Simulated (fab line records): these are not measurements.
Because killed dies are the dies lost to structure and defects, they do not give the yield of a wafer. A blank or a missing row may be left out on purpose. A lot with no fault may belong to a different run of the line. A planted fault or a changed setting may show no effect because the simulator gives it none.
Which of the tools did it?	flow n5 finfet	72 wafers from 24 lots sampled at 6 of the route's 1938 steps

WHAT THE GAUGES SHOWED, per wafer
N5_DUMMY_GATE_THK_MEAS_05.
lot	measured	on	thk nm (nm)
L074	day 2 18:16	film metro-01	72.5 72.5 72.3
L075	day 2 23:13	film metro-01	72.0 71.5 72.0
L076	day 3 05:38	film metro-01	71.5 71.6 71.5
L077	day 3 11:37	film metro-02	72.4 71.3 71.8
L078	day 3 17:50	film metro-01	74.4 70.3 70.2
L079	day 4 00:47	film metro-02	72.6 71.5 70.3
L080	day 4 07:46	film metro-02	74.3 72.4 70.5
L081	day 4 10:58	film metro-02	73.1 72.8 73.5
L082	day 4 16:51	film metro-02	72.2 73.6 73.9
L083	day 5 01:11	film metro-01	73.2 71.1 72.6
L084	day 5 04:56	film metro-01	72.4 71.6 72.3
L085	day 5 14:49	film metro-02	71.7 72.6 71.2
L086	day 5 18:46	film metro-02	72.0 72.3 70.9
L087	day 6 01:10	film metro-01	69.6 71.0 71.4
L088	day 6 07:31	film metro-02	72.3 70.8 71.4
L089	day 6 11:46	film metro-02	72.5 71.7 71.1
L090	day 6 20:50	film metro-02	72.7 71.3 70.6
L091	day 7 01:01	film metro-02	73.4 72.3 72.7
L092	day 7 05:58	film metro-01	71.8 73.9 73.1
L093	day 7 10:42	film metro-01	71.1 71.0 72.1
L094	day 7 18:44	film metro-02	72.9 71.0 72.4
L095	day 7 23:52	film metro-02	72.1 72.2 71.7
L096	day 8 05:25	film metro-02	70.4 68.8 71.0
L097	day 8 11:01	film metro-02	71.6 71.6 72.2

N5_DUMMY_GATE_CD_MEAS_15: the cd target is 25.8 nm.
lot	measured	on	cd nm (nm)
L074	day 2 22:34	cd sem-02	25.15 24.91 25.30
L075	day 3 03:31	cd sem-02	25.00 24.98 25.09
L076	day 3 10:05	cd sem-01	25.11 25.05 24.67
L077	day 3 16:02	cd sem-02	24.70 25.27 24.99
L078	day 3 22:16	cd sem-02	24.89 24.80 25.10
L079	day 4 05:05	cd sem-03	25.27 24.85 25.09
L080	day 4 12:11	cd sem-01	25.18 25.15 24.90
L081	day 4 15:16	cd sem-02	25.10 25.09 25.01
L082	day 4 21:10	cd sem-02	25.32 24.89 24.98
L083	day 5 05:29	cd sem-02	25.14 25.12 25.17
L084	day 5 09:21	cd sem-02	25.20 25.21 24.77
L085	day 5 19:14	cd sem-03	25.01 24.95 25.33
L086	day 5 23:04	cd sem-02	25.06 25.20 25.03
L087	day 6 06:37	cd sem-03	25.34 24.97 24.59
L088	day 6 11:49	cd sem-02	25.19 25.14 24.98
L089	day 6 16:04	cd sem-02	24.79 25.13 24.75
L090	day 7 01:11	cd sem-01	24.94 24.95 24.93
L091	day 7 05:19	cd sem-01	25.03 25.25 25.36
L092	day 7 10:23	cd sem-03	25.40 24.80 25.35
L093	day 7 15:00	cd sem-03	25.12 24.95 24.93
L094	day 7 23:03	cd sem-03	24.97 25.12 25.27
L095	day 8 04:09	cd sem-02	24.74 24.44 25.29
L096	day 8 09:50	cd sem-01	24.39 25.06 24.99
L097	day 8 15:26	cd sem-01	24.99 24.74 25.18

N5_SPACER0_INSPECT_04: inspects for defects (darkfield).
lot	measured	on	raw defect count
L074	day 3 00:42	defect inspect-02	97 129 91
L075	day 3 05:28	defect inspect-01	149 109 137
L076	day 3 12:31	defect inspect-01	106 112 141
L077	day 3 17:55	defect inspect-02	128 215 148
L078	day 4 00:19	defect inspect-02	86 154 126
L079	day 4 07:14	defect inspect-01	123 151 226
L080	day 4 14:33	defect inspect-02	88 107 111
L081	day 4 17:29	defect inspect-01	69 139 159
L082	day 5 00:51	defect inspect-02	124 121 126
L083	day 5 07:28	defect inspect-02	100 114 80
L084	day 5 11:23	defect inspect-01	109 150 88
L085	day 5 21:08	defect inspect-01	125 139 130
L086	day 6 00:57	defect inspect-01	168 154 104
L087	day 6 08:58	defect inspect-02	178 119 224
L088	day 6 13:43	defect inspect-01	160 181 139
L089	day 6 17:58	defect inspect-01	149 196 151
L090	day 7 03:26	defect inspect-01	147 135 180
L091	day 7 07:20	defect inspect-02	130 108 105
L092	day 7 14:55	defect inspect-02	115 141 234
L093	day 7 16:53	defect inspect-02	191 141 116
L094	day 8 01:13	defect inspect-02	174 289 214
L095	day 8 06:50	defect inspect-02	163 190 168
L096	day 8 14:06	defect inspect-01	184 144 165
L097	day 8 17:47	defect inspect-01	105 167 134

WHAT TOOL EACH LOT RAN ON (gives the tool, then ch and the chambers of the sampled wafers, and finally the start)
lot	N5_FIN_CUT_CUT_ETCH_15	N5_DUMMY_GATE_ETCH_36	N5_DUMMY_GATE_HM_OPEN_21
L074	rie si-04 ch 0,1,3, day 2 03:52	rie diel-06 ch 0,1,2, day 2 22:49	rie diel-02 ch 1,2,3, day 2 23:28
L075	rie si-04 ch 1,3, day 2 09:51	rie diel-06 ch 0,1,2, day 3 03:45	rie diel-01 ch 0,2,3, day 3 04:09
L076	rie si-01 ch 1,3, day 2 15:47	rie diel-01 ch 0,1,3, day 3 10:30	rie diel-06 ch 0,1,2, day 3 11:08
L077	rie si-01 ch 1,2, day 2 22:05	rie diel-06 ch 1,2, day 3 16:16	rie diel-06 ch 0,1,2, day 3 16:41
L078	rie si-01 ch 1,2,3, day 3 03:05	rie diel-01 ch 2,3, day 3 22:29	rie diel-06 ch 0,1,3, day 3 22:54
L079	rie si-01 ch 0,2,3, day 3 09:57	rie diel-02 ch 1,2,3, day 4 05:19	rie diel-01 ch 0,1,3, day 4 05:46
L080	rie si-04 ch 1,3, day 3 17:16	rie diel-01 ch 2,3, day 4 12:25	rie diel-06 ch 1,2,3, day 4 12:54
L081	rie si-04 ch 0,2, day 3 21:35	rie diel-02 ch 1,2,3, day 4 15:34	rie diel-01 ch 0,1, day 4 16:13
L082	rie si-01 ch 0,2,3, day 4 03:15	rie diel-01 ch 1,2,3, day 4 21:24	rie diel-02 ch 0,1,3, day 4 21:49
L083	rie si-01 ch 0,1,2, day 4 11:45	rie diel-02 ch 0,1, day 5 05:44	rie diel-02 ch 1,2,3, day 5 06:11
L084	rie si-06 ch 1,3, day 4 15:36	rie diel-02 ch 2,3, day 5 09:35	rie diel-02 ch 0,1,2, day 5 10:04
L085	rie si-06 ch 1,2,3, day 5 00:23	rie diel-06 ch 1,2,3, day 5 19:28	rie diel-01 ch 1,2, day 5 19:53
L086	rie si-04 ch 0,1,2, day 5 04:43	rie diel-02 ch 0,1,3, day 5 23:18	rie diel-06 ch 0,2,3, day 5 23:43
L087	rie si-01 ch 0,1,3, day 5 09:45	rie diel-02 ch 0,3, day 6 06:51	rie diel-06 ch 0,2,3, day 6 07:31
L088	rie si-06 ch 1,2,3, day 5 16:41	rie diel-06 ch 0,1,3, day 6 12:04	rie diel-06 ch 1,2,3, day 6 12:28
L089	rie si-06 ch 1,2,3, day 5 21:59	rie diel-06 ch 2,3, day 6 16:18	rie diel-02 ch 0,3, day 6 16:43
L090	rie si-06 ch 1,3, day 6 07:38	rie diel-06 ch 0,1,2, day 7 01:41	rie diel-01 ch 0,1,3, day 7 02:11
L091	rie si-06 ch 0,1,2, day 6 10:41	rie diel-06 ch 1,2, day 7 05:38	rie diel-02 ch 0,2,3, day 7 06:04
L092	rie si-06 ch 1,2,3, day 6 16:20	rie diel-06 ch 0,2,3, day 7 10:37	rie diel-06 ch 1,2,3, day 7 11:16
L093	rie si-06 ch 0,2, day 6 21:28	rie diel-06 ch 0,2,3, day 7 15:14	rie diel-06 ch 0,1,2, day 7 15:38
L094	rie si-01 ch 0,2,3, day 7 05:20	rie diel-02 ch 1,2, day 7 23:23	rie diel-06 ch 0,1,2, day 7 23:51
L095	rie si-01 ch 0,3, day 7 10:13	rie diel-02 ch 2,3, day 8 05:05	rie diel-02 ch 0,3, day 8 05:34
L096	rie si-01 ch 0,1,2, day 7 16:13	rie diel-02 ch 0,2,3, day 8 11:36	rie diel-02 ch 0,2,3, day 8 12:40
L097	rie si-06 ch 0,2,3, day 7 21:20	rie diel-01 ch 0,3, day 8 15:41	rie diel-01 ch 0,1, day 8 16:05
- N5_FIN_CUT_CUT_ETCH_15: etches Si in HBr/Cl2/O2, target depth 100 nm, bt time 10 s, time 42.4 s.
- N5_DUMMY_GATE_ETCH_36: etches SiARC in CF4, target depth 13 nm.
- N5_DUMMY_GATE_HM_OPEN_21: chemistry CH3F/O2, target SiNx, target depth 120 nm, time 171.4 s.

AS READ BY THE TOOLS THEMSELVES (means over the sampled wafers that have a number; for cases with no such wafer, the mark the record gives instead)
N5_FIN_CUT_CUT_ETCH_15.
lot	tool	drypump motor current A (A)	oes product au (a.u.)	throttle valve pct (%)
L074	rie si-04	5.4	1.009	37.2
L075	rie si-04	5.5	1.011	37.3
L076	rie si-01	5.5	0.998	37.0
L077	rie si-01	5.6	0.998	37.1
L078	rie si-01	5.6	0.998	36.9
L079	rie si-01	5.9	0.986	37.1
L080	rie si-04	5.7	1.020	37.2
L081	rie si-04	5.1	1.004	37.1
L082	rie si-01	5.9	0.988	37.1
L083	rie si-01	5.8	0.991	37.2
L084	rie si-06	5.8	0.994	37.1
L085	rie si-06	5.7	0.991	37.0
L086	rie si-04	5.4	1.012	37.1
L087	rie si-01	5.8	0.990	37.1
L088	rie si-06	5.7	0.995	37.0
L089	rie si-06	5.7	0.991	37.0
L090	rie si-06	5.8	0.992	37.1
L091	rie si-06	5.3	0.994	37.4
L092	rie si-06	5.7	0.997	37.0
L093	rie si-06	5.3	0.990	37.3
L094	rie si-01	5.9	0.990	37.1
L095	rie si-01	5.9	0.985	37.0
L096	rie si-01	5.9	0.992	37.2
L097	rie si-06	5.6	0.994	37.2

N5_DUMMY_GATE_ETCH_36.
lot	tool	drypump motor current A (A)	oes product au (a.u.)	rf vpp V (V)	showerhead plenum p Torr (Torr)	throttle valve pct (%)
L074	rie diel-06	5.5	0.73	184.2	2.16	15.67
L075	rie diel-06	5.5	0.72	183.8	2.16	15.66
L076	rie diel-01	5.9	0.89	184.8	2.19	15.54
L077	rie diel-06	5.3	0.72	184.3	2.20	15.73
L078	rie diel-01	5.8	0.82	184.6	2.22	15.45
L079	rie diel-02	5.8	0.75	184.5	2.13	15.53
L080	rie diel-01	5.8	0.82	184.6	2.21	15.44
L081	rie diel-02	5.8	0.74	184.5	2.13	15.53
L082	rie diel-01	6.0	0.84	183.9	2.17	15.42
L083	rie diel-02	5.7	0.74	183.1	2.04	15.82
L084	rie diel-02	6.2	0.70	183.5	2.15	15.68
L085	rie diel-06	5.4	0.79	185.1	2.17	15.58
L086	rie diel-02	5.8	0.73	183.1	2.07	15.68
L087	rie diel-02	6.1	0.70	182.7	2.06	15.96
L088	rie diel-06	5.6	0.77	182.8	2.13	15.53
L089	rie diel-06	5.3	0.80	184.2	2.21	15.67
L090	rie diel-06	5.5	0.70	183.7	2.15	15.73
L091	rie diel-06	5.3	0.71	184.6	2.19	15.78
L092	rie diel-06	5.5	0.78	183.8	2.17	15.64
L093	rie diel-06	5.5	0.78	184.0	2.17	15.64
L094	rie diel-02	5.6	0.74	184.5	2.16	15.58
L095	rie diel-02	6.0	0.70	184.4	2.18	15.74
L096	rie diel-02	6.0	0.69	184.2	2.12	15.86
L097	rie diel-01	5.6	0.81	184.3	2.20	15.74

N5_DUMMY_GATE_HM_OPEN_21.
lot	tool	drypump motor current A (A)	oes product au (a.u.)	rf vpp V (V)	showerhead plenum p Torr (Torr)	throttle valve pct (%)
L074	rie diel-02	5.8	0.74	293	2.01	16.34
L075	rie diel-01	5.6	0.81	299	2.07	16.38
L076	rie diel-06	5.6	0.71	299	2.04	16.54
L077	rie diel-06	5.5	0.71	300	2.04	16.53
L078	rie diel-06	5.6	0.80	300	2.02	16.37
L079	rie diel-01	5.9	0.87	301	2.06	16.40
L080	rie diel-06	5.4	0.80	301	2.06	16.43
L081	rie diel-01	5.7	0.86	302	2.03	16.53
L082	rie diel-02	5.8	0.72	295	1.96	16.55
L083	rie diel-02	5.8	0.73	293	2.01	16.38
L084	rie diel-02	5.6	0.74	295	1.98	16.56
L085	rie diel-01	5.9	0.80	299	2.01	16.26
L086	rie diel-06	5.5	0.79	298	2.05	16.48
L087	rie diel-06	5.5	0.78	298	2.05	16.48
L088	rie diel-06	5.4	0.77	300	2.06	16.45
L089	rie diel-02	6.1	0.70	297	1.95	16.86
L090	rie diel-01	5.9	0.85	301	2.05	16.43
L091	rie diel-02	6.0	0.70	295	2.00	16.70
L092	rie diel-06	5.4	0.77	301	2.06	16.47
L093	rie diel-06	5.5	0.70	299	2.03	16.59
L094	rie diel-06	5.5	0.69	299	2.03	16.60
L095	rie diel-02	6.2	0.67	295	1.97	16.71
L096	rie diel-02	6.0	0.69	296	1.99	16.71
L097	rie diel-01	5.8	0.83	302	2.02	16.58

THE ANSWER, worked out from the rows above alone
Rule: the lots themselves supply what counts as usual. Put in order of their means at a reading, lots are off if they are a third of the lots or fewer, leave a main group of 4 or more, and stand apart from it by a gap of 3 or more times the standard deviation of the main group's means; of several such gaps the widest counts. Not used: any main group whose means are identical at the precision the tables above print for the reading. Also off: a lot with no number at a reading for which 4 or more lots have one. Where the step has rows for the other lots, those lots are counted as sound. First the gauges in route order, then the tools' own readings, where a lot's mean is used as printed above. The first step at which some lot is off is used, and at that step the reading that is off furthest; a lot without a number counts as furthest.
No lot is off on any of the readings shown, so nothing can be concluded from this.

WHAT HAD BEEN PUT IN BY THE SIMULATOR
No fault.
